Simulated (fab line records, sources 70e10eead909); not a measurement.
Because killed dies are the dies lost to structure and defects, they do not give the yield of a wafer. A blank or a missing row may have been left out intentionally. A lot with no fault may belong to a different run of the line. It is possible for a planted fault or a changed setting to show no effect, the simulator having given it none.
Chamber matching -- flow nand harc -- rie diel-07 running NHARC_A_STAIRCASE_TRIM_196: 4 sister chambers
The step chemistry O2, time 211.2 s. 16 wafers are shown with their chamber, then 8 later ones without.

== EACH WAFER AND ITS CHAMBER ==
wafer,chamber,drypump motor current A (A),showerhead plenum p Torr (Torr),oes product au (a.u.)
L075.2,3,5.1,3.55,0.986
L075.3,2,6.2,3.46,0.986
L075.5,1,6.7,3.52,1.001
L079.2,2,6.2,3.46,0.999
L079.5,0,5.3,3.62,1.012
L079.6,1,6.7,3.51,1.014
L082.1,0,5.4,3.61,1.018
L082.4,3,5.1,3.55,0.995
L082.5,0,5.4,3.61,1.027
L083.1,3,5.1,3.55,0.987
L083.5,1,6.6,3.51,0.996
L083.6,2,6.2,3.45,0.992
L084.4,2,6.2,3.45,1.008
L084.5,3,5.1,3.54,0.986
L084.6,2,6.1,3.45,1.004
L087.3,1,6.7,3.50,1.012

SIGNATURES (averages over the wafers above)
reading,chamber 0,chamber 1,chamber 2,chamber 3,scatter within a chamber
drypump motor current A,5.367,6.675,6.180,5.100,0.043
showerhead plenum p Torr,3.6133,3.5100,3.4540,3.5475,0.0062
oes product au,1.01900,1.00575,0.99780,0.98850,0.00771
Rule: for each reading, subtract the chamber's mean from the wafer's reading, divide by that reading's scatter and square the result; add these up over the readings and take the root, which gives the wafer's distance from the chamber. If the next closest chamber is less than 2 further off than the closest, the wafer can't be placed; otherwise it belongs to the closest. How the scatter is found: for the shown wafers, subtract from each reading the mean of its chamber, square and add these, divide the total by (wafers less chambers), then take the root.

== WAFERS WITHOUT THEIR CHAMBER ==
wafer,drypump motor current A (A),showerhead plenum p Torr (Torr),oes product au (a.u.)
L087.5,5.1,3.54,0.994
L087.6,5.3,3.60,1.017
L091.1,5.3,3.60,1.015
L091.3,6.6,3.50,1.012
L091.4,6.2,3.44,0.988
L097.1,5.1,3.53,0.990
L097.2,6.7,3.49,1.017
L097.3,6.2,3.43,1.002

== WHICH CHAMBER EACH WENT THROUGH ==
wafer,from the rows above,in truth
L087.5,3,3
L087.6,0,0
L091.1,0,0
L091.3,1,1
L091.4,2,2
L097.1,3,3
L097.2,1,1
L097.3,2,2
Placed correctly: 8 of 8. Can't be placed from these rows: 0. 0 placed wrongly.
